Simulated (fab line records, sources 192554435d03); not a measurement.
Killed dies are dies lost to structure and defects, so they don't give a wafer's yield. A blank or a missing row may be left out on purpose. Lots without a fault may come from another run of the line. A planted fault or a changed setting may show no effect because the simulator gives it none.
Which tool did it? | flow n5_finfet | 10 lots, 28 wafers sampled, at 3 steps of a route of 1938

WHAT THE GAUGES READ, wafer by wafer
N5_BEOL_M10_OCD_MEAS_38.
lot  | measured     | on     | trench_depth_nm (nm)
L708 | day 10 09:14 | ocd-02 | 148.8 147.3 146.8
L709 | day 10 16:35 | ocd-02 | 147.0 150.8 147.1
L711 | day 10 20:19 | ocd-02 | 147.7 149.8 148.0
L710 | day 10 23:11 | ocd-02 | 148.4 147.1 145.7
L713 | day 12 05:09 | ocd-02 | 142.1 144.3 148.7
L721 | day 13 11:21 | ocd-02 | 197.2 196.1
L718 | day 13 14:16 | ocd-02 | 196.3 144.8
L723 | day 14 01:20 | ocd-01 | 148.6 143.6 147.9
L725 | day 15 02:56 | ocd-02 | 150.1 149.6 150.1
L729 | day 16 13:01 | ocd-02 | 148.6 140.7 144.3

WHICH TOOL RAN EACH LOT (tool, then ch and the chambers of the sampled wafers, then the start)
lot  | N5_BEOL_M10_ETCH_61                | N5_BEOL_M10_TRENCH_ETCH_37
L708 | rie_diel-03 ch 0,2,3, day 10 07:29 | rie_diel-06 ch 0,1, day 10 09:02
L709 | rie_diel-02 ch 0,2,3, day 10 14:11 | rie_diel-03 ch 1,3, day 10 16:24
L711 | rie_diel-03 ch 2,3, day 10 17:42   | rie_diel-06 ch 1,3, day 10 20:08
L710 | rie_diel-06 ch 0,1,2, day 10 21:31 | rie_diel-03 ch 0,1, day 10 22:59
L713 | rie_diel-02 ch 0,1,2, day 12 03:12 | rie_diel-02 ch 0,1,2, day 12 04:58
L721 | rie_diel-02 ch 0, day 13 06:15     | rie_diel-02 ch 1,3, day 13 11:10
L718 | rie_diel-02 ch 0,1, day 13 12:09   | rie_diel-02 ch 1,3, day 13 14:05
L723 | rie_diel-03 ch 0,1, day 13 23:02   | rie_diel-06 ch 1,2,3, day 14 01:08
L725 | rie_diel-03 ch 0,1,3, day 15 00:26 | rie_diel-03 ch 0,2,3, day 15 02:45
L729 | rie_diel-06 ch 1,2,3, day 16 10:37 | rie_diel-06 ch 1,2,3, day 16 12:50
- N5_BEOL_M10_ETCH_61: etches SiARC in CF4, target depth 39 nm, time 65 s.
- N5_BEOL_M10_TRENCH_ETCH_37: etches SiCOH lowk in C4F6/O2, target depth 148.83 nm, time 48 s.

THE ANSWER, worked out from the rows above alone
Rule: what is usual is taken from the lots themselves. Put in order of their means at a reading, lots are off if they are a third of the lots or fewer, leave a main group of 4 or more, and stand apart from it by a gap of 3 or more times the standard deviation of the main group's means; of several such gaps the widest counts. A main group whose means are all the same, to the digits that the tables above print for the reading, isn't used. A lot without any number at a reading at which 4 lots or more have one is off too. The other lots that the step has rows for count as sound.
Off: L721, L718, at N5_BEOL_M10_OCD_MEAS_38 (trench_depth_nm). The main group: mean 147.2 nm, standard deviation 1.7.
A tool fits if, at a process step before that reading, it ran every lot that is off, and no sound lot after the first of them. The gauges at N5_BEOL_M10_OCD_MEAS_38 are tried like those tools. One fits: rie_diel-02 at N5_BEOL_M10_ETCH_61 and N5_BEOL_M10_TRENCH_ETCH_37. At N5_BEOL_M10_ETCH_61 its last sound lot is L713 (day 12 03:12), its first lot that is off L721 (day 13 06:15): a fault that began between those two fits.

WHAT THE SIMULATOR HAD PUT IN
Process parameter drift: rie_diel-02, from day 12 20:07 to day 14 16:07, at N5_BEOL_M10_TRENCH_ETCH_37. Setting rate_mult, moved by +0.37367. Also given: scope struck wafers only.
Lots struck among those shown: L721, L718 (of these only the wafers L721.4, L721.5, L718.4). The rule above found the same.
